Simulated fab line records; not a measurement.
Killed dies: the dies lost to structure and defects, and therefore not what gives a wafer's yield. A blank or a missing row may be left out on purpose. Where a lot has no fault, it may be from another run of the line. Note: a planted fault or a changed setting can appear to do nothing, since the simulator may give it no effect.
fab line records	flow n5-finfet
record lots=7	wafers=18	last-day=19
route steps=1938 shown HKMG_FIN@444 BEOL_M4@1111 PASSIVATION@1936
lots that met no fault: from a run of the same line without faults
start-h: the number of hours between the record's first day and the start of the first shown wafer of the lot	wait-h: hours elapsed since this lot's preceding step	" as in the row above	L1.1+2: several wafers, shown together as one row	- no value, or no start was given	* or withheld: withheld	< > ~ a bound
route shown NAME@n: a module of which the file shows steps, and the number in the route of the first	usual: mean/standard deviation of fault-free wafers	same: alike in all rows	chamber/n: place in a boat	sites: readings site by site	_std_site: how widely they spread, as a standard deviation	_edge_site: the outer-site mean with the inner-site mean subtracted	radius-mm: for every site, how far away it sits from the centre of the wafer	mask NAME#n: copy n	behind: the most recent tool/chamber to have shaped the wafer	hold: what put the lot on hold/how long, in hours/how the hold closed	device: transistor that didn't switch, given as n, p or np	end of line: the tests these same wafers got at the end of their route	a step with no rows: only its recipe	killed: at the first sort, the dies lost to defects and structure; wafer yield is something else	map: shows each die of a wafer: x if killed, . if not, _ if none is there
set.NAME: the run value of the setting; set.NAME@STEP: its run value at that earlier step	model.NAME: the simulator's own value behind a step, which no gauge read
lots at selected steps of the route; one table per step, one row per wafer
services: when a tool's chamber went out of use (start-h, in hours from the record's first day, below 0 if earlier), for how many hours, and the reason
## steps
# step N5_HKMG_FIN_ETCH_86
# recipe chemistry=N2/H2	target=SOC	target-depth-a=3932	stop-on=TiN	ion-energy-ev=100	bias-w=61	pressure-mtorr=30	source-w=850	n2-flow-sccm=200	h2-flow-sccm=200
# step N5_HKMG_FIN_STRIP_89
# recipe chemistry=N2/H2	material=SOC	time-s=20	power-w=500	temp-c=40	pressure-mtorr=50	rf-frequency-hz=6e+07	bias-power-w=8	h2-frac=0.5	n2-flow-sccm=300	h2-flow-sccm=300
# usual drypump-motor-current-A=5.8/0.49	oes-product-au=0.76/0.092	rf-vpp-V=54.1/0.97	showerhead-plenum-p-Torr=3.32/0.11	throttle-valve-pct=19.1/0.41
lot.wafer	tool	chamber	start-h	wait-h	drypump-motor-current-A	oes-product-au	rf-hours-counter-h	rf-vpp-V	showerhead-plenum-p-Torr	throttle-valve-pct
L772.2	rie-diel-04	2	79.58	0.0	5.6	0.73	161	54.6	3.22	19.4
L772.4	"	3	"	"	5.2	0.72	197	54.0	3.19	18.7
L772.5	"	0	"	"	6.0	0.79	-	54.2	3.39	19.6
L782.2	rie-diel-04	3	142.03	0.0	5.2	0.69	222	53.3	3.18	18.7
L782.5	"	3	"	"	5.2	0.69	-	53.2	3.18	18.7
L783.1	rie-diel-01	3	150.65	0.0	6.0	0.94	23	54.5	3.27	18.2
L783.5	"	3	"	"	6.0	0.94	-	52.6	3.27	18.2
L785.2	rie-diel-04	2	157.67	0.0	5.6	0.71	173	53.9	3.21	19.4
L785.6	"	2	"	"	5.6	0.70	-	53.3	3.21	19.4
L789.3	rie-diel-03	2	179.05	0.0	5.3	0.77	120	54.4	3.24	18.8
L789.4	"	1	"	"	5.2	0.68	250	54.3	3.45	19.1
L789.5	"	2	"	"	5.3	0.78	-	54.0	3.24	18.8
L791.2	rie-diel-03	3	194.47	0.0	6.5	0.70	212	52.5	3.47	19.3
L791.3	"	2	"	"	5.3	0.77	127	56.1	3.24	18.8
L791.5	"	0	"	"	5.7	0.68	-	54.4	3.21	19.2
L793.1	rie-diel-03	2	204.13	0.0	5.3	0.76	132	54.6	3.23	18.8
L793.3	"	0	"	"	5.6	0.67	235	51.7	3.21	19.2
L793.4	"	1	"	"	5.2	0.98	0	56.1	3.45	18.7
# step N5_HKMG_FIN_WET_ETCH_87
# recipe chemistry=SC1	target=TiN	mix=1:2:40	temp-c=50	time-s=154.2	target-depth-nm=4.7	dry=ipa-marangoni	rinse-time-s=30	rinse-temp-c=23
# step N5_HKMG_FIN_STRIP_88
# recipe chemistry=N2/H2	power-w=2500	temp-c=300	h2-frac=0.65	time-s=360	pressure-mtorr=withheld	n2-flow-sccm=1750	h2-flow-sccm=3250
# step N5_HKMG_FIN_NWFM_ALD_20
# recipe material=TiAlC	target-thk-a=20	temp-c=300	ald-precursor-family=TiCl4	ald-co-reactant=TEA	pulse-time-s=3	purge-time-s=2	co-reactant-purge-time-s=2	co-reactant-pulse-time-s=10	ald-cycles=7	pressure-torr=3
# step N5_HKMG_FIN_ALD_71
# recipe material=TiN	target-thk-a=10	temp-c=400	ald-precursor-family=TiCl4	ald-co-reactant=NH3	pulse-time-s=1	purge-time-s=3	co-reactant-purge-time-s=2	co-reactant-pulse-time-s=2	ald-cycles=47	pressure-torr=3
# step N5_HKMG_FIN_COAT_66
# recipe resist=SOC	temp-c=250	time-s=60	spin-rpm=1500	resist-thk-nm=300
# step N5_HKMG_FIN_ETCH_67
# recipe chemistry=N2/H2	target=SOC	target-depth-a=3889	stop-on=TiN	ion-energy-ev=100	bias-w=61	pressure-mtorr=30	source-w=850	n2-flow-sccm=200	h2-flow-sccm=200
# usual drypump-motor-current-A=5.8/0.49	oes-product-au=0.76/0.092	rf-vpp-V=240.4/1.3	showerhead-plenum-p-Torr=2.51/0.086	throttle-valve-pct=17.8/0.31
lot.wafer	tool	chamber	start-h	wait-h	drypump-motor-current-A	oes-product-au	rf-hours-counter-h	rf-vpp-V	showerhead-plenum-p-Torr	throttle-valve-pct
L772.2	rie-diel-03	0	80.63	-	5.6	0.70	192	239.1	2.44	17.9
L772.4	"	2	"	"	5.3	0.80	89	240.2	2.46	17.4
L772.5	"	0	"	"	5.6	0.71	-	238.7	2.44	17.9
L782.2	rie-diel-04	3	143.04	-	5.2	0.70	223	239.3	2.40	17.6
L782.5	"	1	"	"	6.4	0.66	-	242.2	2.62	18.0
L783.1	rie-diel-03	0	151.67	-	5.6	0.68	214	238.2	2.43	17.9
L783.5	"	2	"	"	5.3	0.77	-	240.3	2.45	17.5
L785.2	rie-diel-04	2	158.78	-	5.6	0.72	174	238.3	2.43	18.0
L785.6	"	2	"	"	5.6	0.72	-	239.3	2.43	18.0
L789.3	rie-diel-01	0	180.07	-	6.5	0.72	188	242.4	2.62	18.0
L789.4	"	2	"	"	6.6	0.76	154	240.3	2.44	18.3
L789.5	"	1	"	"	5.8	0.89	-	240.0	2.49	17.8
L791.2	rie-diel-01	3	195.60	-	6.0	0.90	36	239.0	2.46	17.2
L791.3	"	1	"	"	5.8	0.88	31	240.2	2.49	17.8
L791.5	"	0	"	"	6.4	0.72	-	240.6	2.62	18.0
L793.1	rie-diel-04	3	205.33	-	5.2	0.68	246	239.9	2.39	17.7
L793.3	"	0	"	"	6.0	0.75	141	241.2	2.55	18.3
L793.4	"	2	"	"	5.6	0.71	193	239.4	2.42	18.1
# step N5_HKMG_FIN_STRIP_90
# recipe chemistry=N2/H2	material=SOC	time-s=20	power-w=500	temp-c=40	pressure-mtorr=50	rf-frequency-hz=6e+07	bias-power-w=8	h2-frac=0.5	n2-flow-sccm=300	h2-flow-sccm=300
# usual drypump-motor-current-A=5.8/0.48	oes-product-au=0.76/0.097	rf-vpp-V=54.1/0.87	showerhead-plenum-p-Torr=3.32/0.11	throttle-valve-pct=19.1/0.43
lot.wafer	tool	chamber	start-h	wait-h	drypump-motor-current-A	oes-product-au	rf-hours-counter-h	rf-vpp-V	showerhead-plenum-p-Torr	throttle-valve-pct
L772.2	rie-diel-03	0	80.69	0.0	5.7	0.71	193	54.4	3.23	19.1
L772.4	"	2	"	"	5.3	0.81	89	54.9	3.26	18.8
L772.5	"	0	"	"	5.6	0.70	-	53.3	3.23	19.2
L782.2	rie-diel-04	3	143.10	0.0	5.2	0.69	223	53.6	3.18	18.7
L782.5	"	1	"	"	6.4	0.65	-	53.0	3.45	19.3
L783.1	rie-diel-03	0	151.73	0.0	5.6	0.69	214	54.4	3.22	19.2
L783.5	"	2	"	"	5.3	0.78	-	52.8	3.25	18.8
L785.2	rie-diel-04	2	158.84	0.0	5.6	0.72	174	53.2	3.21	19.4
L785.6	"	2	"	"	5.6	0.71	-	52.7	3.21	19.4
L789.3	rie-diel-01	0	180.13	0.0	6.4	0.72	189	54.1	3.46	19.2
L789.4	"	2	"	"	6.5	0.76	154	53.3	3.22	19.9
L789.5	"	1	"	"	5.8	0.90	-	54.3	3.29	18.8
L791.2	rie-diel-01	3	195.66	0.0	6.0	0.92	36	54.7	3.26	18.2
L791.3	"	1	"	"	5.7	0.89	31	54.1	3.29	18.8
L791.5	"	0	"	"	6.5	0.71	-	55.4	3.45	19.2
L793.1	rie-diel-04	3	205.39	0.0	5.2	0.68	246	53.4	3.16	18.7
L793.3	"	0	"	"	6.0	0.74	141	53.2	3.36	19.6
L793.4	"	2	"	"	5.6	0.71	193	54.5	3.20	19.4
# step N5_HKMG_FIN_WET_ETCH_73
# recipe chemistry=SC1	mix=1:2:40	temp-c=50	time-s=42.3	target-depth-nm=1.3	dry=ipa-marangoni	rinse-time-s=30	rinse-temp-c=23
# step N5_HKMG_FIN_ETCHBACK_68
# recipe chemistry=Cl2/Ar	stop-on=HfO2	target-depth-a=5	pressure-mtorr=10	icp-w=600	bias-w=60	Cl2_flow_sccm=40	Ar_flow_sccm=60
# usual drypump-motor-current-A=5.3/0.37	oes-product-au=0.75/0.13	throttle-valve-pct=20.9/0.38
lot.wafer	tool	chamber	start-h	wait-h	drypump-motor-current-A	oes-product-au	rf-hours-counter-h	throttle-valve-pct
L772.2	rie-metal-03	0	80.85	0.0	5.0	0.95	1	20.5
L772.4	"	1	"	"	5.4	0.84	-	20.8
L772.5	"	1	"	"	5.4	0.83	-	20.8
L782.2	rie-metal-01	1	143.27	0.0	5.6	0.61	121	21.4
L782.5	"	1	"	"	5.6	0.61	-	21.4
L783.1	rie-metal-01	1	151.89	0.0	5.6	0.61	122	21.3
L783.5	"	0	"	"	4.8	0.58	-	21.3
L785.2	rie-metal-03	1	159.00	0.0	5.4	0.81	26	20.8
L785.6	"	0	"	"	5.0	0.89	-	20.5
L789.3	rie-metal-01	1	180.33	0.1	5.6	0.60	-	21.4
L789.4	"	0	"	"	4.8	0.57	-	21.3
L789.5	"	1	"	"	5.6	0.60	-	21.4
L791.2	rie-metal-02	1	195.91	0.0	5.1	0.89	13	20.8
L791.3	"	0	"	"	5.9	0.78	-	20.3
L791.5	"	1	"	"	5.1	0.88	-	20.8
L793.1	rie-metal-03	0	205.55	0.0	5.0	0.88	11	20.6
L793.3	"	1	"	"	5.3	0.80	-	20.8
L793.4	"	0	"	"	5.0	0.88	-	20.6
# step N5_HKMG_FIN_STRIP_69
# recipe chemistry=N2/H2	power-w=2500	temp-c=300	h2-frac=0.65	time-s=360	pressure-mtorr=withheld	n2-flow-sccm=1750	h2-flow-sccm=3250
# step N5_HKMG_FIN_ALD_21
# recipe material=TiN	target-thk-a=15	temp-c=400	ald-precursor-family=TiCl4	ald-co-reactant=NH3	pulse-time-s=1	purge-time-s=3	co-reactant-purge-time-s=2	co-reactant-pulse-time-s=2	ald-cycles=68	pressure-torr=3
# usual ald-cycles=68/0	heater-power-w=853/89	precursor-pulse-height-rel=1.000/0.02
lot.wafer	tool	chamber	start-h	wait-h	ald-cycles	heater-power-w	precursor-pulse-height-rel
L772.2	ald-metal-01	0	81.38	0.3	68	888	1.016
L772.4	"	1	"	"	68	827	1.020
L772.5	"	0	"	"	68	883	1.026
L782.2	ald-metal-01	2	143.79	0.3	53	730	1.025
L782.5	"	0	"	"	53	880	1.012
L783.1	ald-metal-01	2	152.77	0.3	68	706	0.978
L783.5	"	2	"	"	53	696	1.010
L785.2	ald-metal-01	2	159.52	0.3	53	734	1.012
L785.6	"	0	"	"	68	885	0.966
L789.3	ald-metal-02	3	180.81	0.1	68	793	0.996
L789.4	"	1	"	"	68	791	1.026
L789.5	"	3	"	"	68	798	1.023
L791.2	ald-metal-03	0	196.44	0.3	68	938	1.019
L791.3	"	1	"	"	68	821	0.985
L791.5	"	1	"	"	68	836	1.000
L793.1	ald-metal-02	0	206.08	0.3	68	935	0.990
L793.3	"	1	"	"	68	771	0.974
L793.4	"	3	"	"	68	780	0.985
# step N5_HKMG_FIN_ALD_72
# recipe material=W	target-thk-a=20	temp-c=300	pressure-torr=7.5	ald-precursor-family=WF6	ald-co-reactant=B2H6	pulse-time-s=1	purge-time-s=2	co-reactant-purge-time-s=2	co-reactant-pulse-time-s=3	ald-cycles=7
# usual ald-cycles=7/0	heater-power-w=481/32	precursor-pulse-height-rel=1.001/0.021
lot.wafer	tool	chamber	start-h	wait-h	ald-cycles	heater-power-w	precursor-pulse-height-rel
L772.2	cvd-w-02	1	81.74	0.2	7	456	1.028
L772.4	"	1	"	"	7	436	0.999
L772.5	"	1	"	"	7	446	1.039
L782.2	cvd-w-02	0	144.16	0.2	7	468	1.015
L782.5	"	0	"	"	7	473	1.000
L783.1	cvd-w-02	0	153.13	0.2	7	470	0.996
L783.5	"	0	"	"	7	455	0.992
L785.2	cvd-w-02	0	159.88	0.2	7	461	0.997
L785.6	"	1	"	"	7	448	0.979
L789.3	cvd-w-01	1	181.19	0.2	7	529	0.960
L789.4	"	0	"	"	7	497	0.960
L789.5	"	1	"	"	7	523	0.982
L791.2	cvd-w-01	1	196.80	0.2	7	539	0.978
L791.3	"	0	"	"	7	495	1.006
L791.5	"	1	"	"	7	528	1.033
L793.1	cvd-w-01	1	206.44	0.2	7	531	0.999
L793.3	"	0	"	"	7	495	1.022
L793.4	"	1	"	"	7	552	0.951
# step N5_BEOL_M4_RC_MEAS_101
# usual DIBL_N=35.8/1.7	DIBL_P=35.3/2	IOFF_N=0.150/0.026	IOFF_P=0.194/0.029	ION_N=667/11	ION_P=456/7.1	SS_N=71.4/0.65	SS_P=73.1/0.64	VT_N=251/3	VT_P=-252/3.2
lot.wafer	tool	chamber	start-h	wait-h	DIBL_N[mV/V]	DIBL_P[mV/V]	IOFF_N[nA/um]	IOFF_P[nA/um]	ION_N[uA/um]	ION_P[uA/um]	SS_N[mV/dec]	SS_P[mV/dec]	VT_N[mV]	VT_P[mV]
L772.2	prober-01	0	210.04	0.2	36.3	37.0	0.139	0.193	659	454	70.9	72.5	255	-252
L772.4	"	0	"	"	36.9	38.1	0.167	0.215	672	456	72.6	73.2	248	-252
L772.5	"	0	"	"	35.6	36.1	0.132	0.178	655	449	71.1	72.9	253	-255
L782.2	prober-02	0	276.97	0.2	33.1	31.7	0.117	0.160	661	457	70.1	72.4	251	-254
L782.5	"	0	"	"	38.0	37.0	0.185	0.239	683	463	71.2	73.1	248	-248
L783.1	prober-02	0	286.57	0.0	37.1	38.5	0.168	0.261	674	459	71.4	73.6	250	-246
L783.5	"	0	"	"	35.1	35.9	0.134	0.216	669	465	70.6	73.1	252	-247
L785.2	prober-01	0	287.10	0.2	36.5	35.8	0.153	0.193	656	447	72.2	72.5	251	-252
L785.6	"	0	"	"	33.7	33.0	0.113	0.160	656	453	70.8	72.3	253	-254
L789.3	prober-01	0	328.23	0.5	39.4	37.0	0.190	0.205	678	460	71.7	73.9	249	-251
L789.4	"	0	"	"	36.6	35.6	0.147	0.191	652	451	70.9	72.9	251	-254
L789.5	"	0	"	"	35.1	33.1	0.126	0.163	663	454	71.0	72.5	253	-252
L791.2	prober-01	0	335.98	0.2	36.6	34.0	0.167	0.213	659	461	72.4	72.8	251	-246
L791.3	"	0	"	"	36.7	35.4	0.170	0.237	670	461	72.0	73.1	248	-247
L791.5	"	0	"	"	36.9	34.7	0.158	0.221	659	455	72.4	73.7	252	-248
L793.1	prober-01	0	344.16	0.0	36.8	37.6	0.154	0.215	668	459	71.5	73.2	251	-251
L793.3	"	0	"	"	36.1	36.8	0.144	0.207	670	464	71.6	73.1	250	-251
L793.4	"	0	"	"	37.6	37.2	0.186	0.212	668	453	72.7	73.5	248	-252
# step N5_PASSIVATION_PROBE_49
# usual defect-limited-yield=91.5/1.4	killed_at_M0_to_M3=34/11	killed_at_M4_up=15/6	killed-at-contacts=11/5.9	killed-at-front-end=37/11	killed-at-other=3.6/2.9	killed-dies=101/17	killed-open=66/12	killed-short=33/7.8	sort_bin_5_function=5.0/0.97	sort_bin_6_memory=3.2/0.65	sort-n-pass=1079/17	sort-yield-pct=91.4/1.4
# same gross-dies=1180	killed-at-back-side=0	sort_bin_4_leakage[%]=0	sort_bin_8_speed[%]=0
lot.wafer	tool	chamber	start-h	wait-h	defect-limited-yield[%]	killed_at_M0_to_M3	killed_at_M4_up	killed-at-contacts	killed-at-front-end	killed-at-other	killed-dies	killed-open	killed-short	sort_bin_5_function[%]	sort_bin_6_memory[%]	sort-n-pass	sort-yield-pct[%]
L782.2	prober-01	-	375.92	0.1	92.9	33	8	3	35	5	84	62	22	4.7	2.3	1096	92.9
L782.5	prober-01	-	376.07	0.2	93.2	19	11	11	36	3	80	53	25	3.7	2.6	1100	93.2
L785.2	prober-01	-	392.42	0.1	92.6	17	16	9	40	5	87	55	32	4.5	2.7	1093	92.6
L783.1	prober-02	-	401.80	0.0	90.8	27	20	9	45	7	108	70	34	5.3	3.3	1072	90.8
L783.5	prober-02	-	402.00	0.2	92.8	34	6	11	30	4	85	50	31	4.7	2.1	1095	92.8
L791.2	prober-01	-	445.36	0.1	90.5	40	15	6	45	6	112	59	51	5.3	4.0	1068	90.5
L791.3	prober-01	-	445.41	0.1	91.6	32	14	11	34	8	99	58	37	5.4	2.7	1081	91.6
L791.5	prober-01	-	445.51	0.2	91.9	42	15	1	31	7	96	64	32	4.9	2.9	1084	91.9
# killed by level:class
L782.2 BEOL_M2:geometric-particle:open=9 FIN_SAQP:geometric-particle:open=7 STI_FIN_REVEAL:geometric-particle:open=7 DUMMY_GATE:geometric-particle:open=7 BEOL_M0_SAQP:geometric-particle:short=6 BEOL_M1:geometric-particle:open=6 BEOL_M3:geometric-particle:open=6 BEOL_M4:geometric-particle:short=4
L782.5 STI_FIN_REVEAL:geometric-particle:open=9 MOL_CONTACT_COAG:geometric-particle:open=9 BEOL_M1:geometric-particle:open=7 DUMMY_GATE:geometric-particle:open=5 FIN_SAQP:geometric-particle:short=4 DUMMY_GATE:geometric-particle:short=4 BEOL_M5:geometric-particle:open=4 GATE_CUT:geometric-particle:short=4
L785.2 STI_FIN_REVEAL:geometric-particle:open=8 BEOL_M4:geometric-particle:open=8 GATE_CUT:geometric-particle:short=7 MOL_CONTACT_COAG:geometric-particle:open=7 FIN_SAQP:geometric-particle:open=6 DUMMY_GATE:geometric-particle:open=4 GATE_CUT:geometric-particle:open=4 BEOL_M3:geometric-particle:open=4
L783.1 FIN_SAQP:geometric-particle:open=11 BEOL_M4:geometric-particle:open=11 BEOL_M0_SAQP:geometric-particle:short=9 FIN_SAQP:geometric-particle:short=8 MOL_CONTACT_COAG:geometric-particle:open=8 GATE_CUT:geometric-particle:open=6 BEOL_M3:geometric-particle:open=6 BEOL_M0_SAQP:geometric-particle:open=5
L783.5 BEOL_M0_SAQP:geometric-particle:short=10 MOL_CONTACT_COAG:geometric-particle:open=9 FIN_SAQP:geometric-particle:open=7 BEOL_M0_SAQP:geometric-particle:open=6 BEOL_M2:geometric-particle:open=5 STI_FIN_REVEAL:geometric-particle:open=4 GATE_CUT:geometric-particle:short=4 BEOL_M3:geometric-particle:open=4
L791.2 BEOL_M0_SAQP:geometric-particle:short=15 FIN_SAQP:geometric-particle:short=9 BEOL_M3:geometric-particle:open=7 BEOL_M0_SAQP:geometric-particle:open=6 STI_FIN_REVEAL:geometric-particle:open=5 STARTING-WAFER:geometric-particle:open=5 FIN_SAQP:geometric-particle:open=4 GATE_CUT:geometric-particle:open=4
L791.3 BEOL_M0_SAQP:geometric-particle:short=10 MOL_CONTACT_COAG:geometric-particle:open=8 BEOL_M0_SAQP:geometric-particle:open=8 STI_FIN_REVEAL:geometric-particle:open=6 FIN_SAQP:geometric-particle:open=5 FIN_SAQP:geometric-particle:short=4 BEOL_M1:geometric-particle:open=4 BEOL_M2:geometric-particle:open=4
L791.5 BEOL_M2:geometric-particle:open=10 STI_FIN_REVEAL:geometric-particle:open=8 FIN_SAQP:geometric-particle:short=7 BEOL_M3:geometric-particle:short=6 FIN_SAQP:geometric-particle:open=5 BEOL_M0_SAQP:geometric-particle:short=5 BEOL_M0:geometric-particle:open=5 BEOL_M4:geometric-particle:open=5
## services
tool	chamber	start-h	hours	kind
rie-diel-01	3	67.27	-	clean
rie-diel-03	3	86.91	5.4	repair
rie-diel-01	0	100.51	13.7	repair
cvd-w-01	-	102.18	5.4	repair
rie-metal-02	1	102.76	13.0	repair
rie-diel-04	2	110.41	45.9	repair
rie-diel-04	-	115.75	0.4	repair
rie-metal-01	-	122.63	0.3	repair
cvd-w-02	-	123.85	0.4	repair
cvd-w-01	-	133.92	4.0	repair
rie-diel-04	1	156.64	-	clean
rie-diel-04	1	156.64	-	consumable-replace:focus-ring
rie-diel-04	1	156.64	21.8	scheduled-down
rie-diel-04	1	156.64	21.8	vent-cycle
rie-diel-04	0	159.67	9.2	repair
rie-diel-04	3	166.89	6.3	repair
rie-diel-03	1	182.04	-	clean
rie-diel-03	1	182.04	-	consumable-replace:focus-ring
rie-diel-03	1	182.04	21.0	scheduled-down
rie-diel-03	1	182.04	21.0	vent-cycle
cvd-w-02	-	182.53	0.4	repair
cvd-w-02	0	191.56	6.3	repair
rie-diel-01	2	196.01	16.2	repair
rie-metal-02	-	204.92	0.7	repair
## key
first-sign step=N5_HKMG_FIN_ALD_21	reading=ald-cycles	direction=down	sigmas=99+	usual=*	struck=*
effect none on later readings
met-at N5_HKMG_FIN_ALD_21
struck-wafers L782.2,L782.5,L783.5,L785.2
onset-between 81.38 143.79
fault kind=process-parameter-drift	tool=ald-metal-01	chamber=-	onset-h=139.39	steps=N5_HKMG_FIN_ALD_21	channel=ald-cycles	offset=*	shape=step	end-h=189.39	scope=struck-wafers-only	acts-in=*	stated=*
